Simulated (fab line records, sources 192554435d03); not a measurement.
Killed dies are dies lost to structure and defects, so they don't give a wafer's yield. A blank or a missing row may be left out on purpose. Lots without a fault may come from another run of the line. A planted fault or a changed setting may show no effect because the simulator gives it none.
A struck lot beside a sound one | flow n5_finfet | 38 steps out of a route of 1938
Sound: wafers L922.1, L922.5, L922.6. Struck: wafers L919.3, L919.4, L919.6. The cause comes at the end.
At each step with rows: each side's tool, then ch and its chambers, then its first start. Under that, the readings that differ: sound wafers | struck wafers | difference of the means | sigmas: that difference in standard deviations of wafers without a fault.
alike: readings whose means differ by less than 2 such deviations, and words and numbers that are the same on both sides. not compared: withheld readings, readings that some wafer has no value for, bounds like >300 that may hide the same value, and numbers for which the record gives no deviation and whose values overlap.
The two part at a step that has a row with sigmas, a row that says differs or no value, or rows on one side only. Numbers that don't overlap but have no deviation are shown without sigmas and don't part them. A reading that every wafer of one side lacks parts them only if that side has two wafers or more.

first, 9 steps without rows for these wafers: N5_MOL_CONTACT_COAG_PRE_CLEAN_142 (time 60 s); N5_MOL_CONTACT_COAG_SPUTTER_130 (material Co, target thk 47.5 nm); N5_MOL_CONTACT_COAG_PRECLEAN_125 (cleans in DIW, time 57.5 s); N5_MOL_CONTACT_COAG_SRD_126 (dry time 32 s); N5_MOL_CONTACT_COAG_CMP_23 (polishes, stops on SiO2, t overpolish 1.5 s, target thk 0 nm); N5_MOL_CONTACT_COAG_WET_ETCH_26 (target Co, target depth 13 nm); N5_MOL_CONTACT_COAG_WET_ETCH_116 (etches the open film in SC1-inhibited, target depth 4.6 nm, rinse time 30 s); N5_MOL_CONTACT_COAG_ALD_27 (deposits SiOC, target thk 17 nm, pulse time 1.5 s, time 2720 s); N5_MOL_CONTACT_COAG_CMP_28 (polishes, stops on SiNx, t overpolish 0.85 s, target thk 14.522 nm).
N5_MOL_CONTACT_COAG_ALD_123: deposits SiNx, target thk 5 nm, pulse time 1 s, purge time 2 s.
  sound on ald_sin-04 ch 2,3, day 9 07:22; struck on ald_sin-01 ch 1,2, day 8 12:55
  reading    | sound       | struck   | difference | sigmas
  ald_cycles | 100 100 100 | 95 95 95 | -5         |
  alike: heater_power_w, precursor_pulse_height_rel, susceptor_temp_C
then, 26 steps without rows for these wafers: N5_MOL_CONTACT_COAG_PECVD_31 (deposits SiO2 from TEOS/O2, target thk 46 nm, time 8.9 s); N5_MOL_CONTACT_COAG_COAT_75 (time 60 s, resist thk 60 nm); N5_MOL_CONTACT_COAG_COAT_76 (time 60 s, resist thk 10 nm); N5_MOL_CONTACT_COAG_COAT_77 (time 60 s, resist thk 10 nm); N5_MOL_CONTACT_COAG_COAT_78 (resist thk 40 nm); N5_MOL_CONTACT_COAG_EBR_80; N5_MOL_CONTACT_COAG_SOFTBAKE_79 (time 60 s); N5_MOL_CONTACT_COAG_EXPOSE_81 (exposes mask VG, defocus 0 nm); N5_MOL_CONTACT_COAG_PEB_82 (peb time 60 s); N5_MOL_CONTACT_COAG_DEVELOP_83 (develop time 30 s); N5_MOL_CONTACT_COAG_DESCUM_88 (chemistry O2, time 7 s); N5_MOL_CONTACT_COAG_ETCH_89 (etches underlayer in N2/H2, target depth 13 nm, time 10.4 s); N5_MOL_CONTACT_COAG_ETCH_90 (etches SiARC in CF4, target depth 13 nm, time 21.7 s); N5_MOL_CONTACT_COAG_ALD_131 (deposits SiO2, target thk 5 nm, pulse time 1 s, co reactant pulse time 1 s); N5_MOL_CONTACT_COAG_ETCHBACK_132 (etches SiO2 in CHF3, target depth 10 nm, time 6.7 s); N5_MOL_CONTACT_COAG_ETCH_91 (etches SOC in N2/H2, target depth 60 nm, overetch 21 nm, time 101.2 s); N5_MOL_CONTACT_COAG_STRIP_92 (strips in N2/H2); N5_MOL_CONTACT_COAG_STRIP_93 (strips in N2/H2); N5_MOL_CONTACT_COAG_ETCHBACK_135 (etches SiO2 in CHF3, target depth 25 nm, time 16.7 s); N5_MOL_CONTACT_COAG_STRIP_118 (strips in CHF3); N5_MOL_CONTACT_COAG_VIA_ETCH_46 (etches SiO2 in C4F6/O2, target depth 46 nm, overetch 9.2 nm, time 40 s); N5_MOL_CONTACT_COAG_STRIP_96 (strips in N2/H2); N5_MOL_CONTACT_COAG_ETCH_47 (etches SiNx in CH3F/O2, stops on W, target depth 27 nm); N5_MOL_CONTACT_COAG_STRIP_119 (strips in N2/H2, time 30 s); N5_MOL_CONTACT_COAG_PRECLEAN_144 (cleans in alkaline clean, time 60 s); N5_MOL_CONTACT_COAG_SRD_145 (time 30 s).
N5_MOL_CONTACT_COAG_ETCH_124: etches SiNx in CH3F/O2, stops on SiOC, target depth 6.5 nm.
  sound on rie_diel-03 ch 0,1, day 9 10:22; struck on rie_diel-01 ch 1,2,3, day 8 15:45
  reading                  | sound             | struck            | difference | sigmas
  model.etch.depth_nm (nm) | 4.989 4.998 4.989 | 4.723 4.732 4.745 | -0.259     |
  alike: drypump_motor_current_A, oes_product_au, rf_vpp_V, showerhead_plenum_p_Torr, throttle_valve_pct
  not compared: rf_hours_counter_h
-- the record jumps here: 3 days lie between the struck wafers' starts before and after (it left off in module MOL_CONTACT_COAG and takes up again in module BEOL_M4, whose first step shown is number 1111 of the route) --
N5_BEOL_M4_RC_MEAS_101:
  sound on prober-02 ch 0, day 12 12:56; struck on prober-01 ch 0, day 11 05:13
  alike: DIBL_N, DIBL_P, IOFF_N, IOFF_P, ION_N, ION_P, SS_N, SS_P, VT_N, VT_P

WHERE THEY PART
Nowhere in this record.

WHY: what the simulator had put in
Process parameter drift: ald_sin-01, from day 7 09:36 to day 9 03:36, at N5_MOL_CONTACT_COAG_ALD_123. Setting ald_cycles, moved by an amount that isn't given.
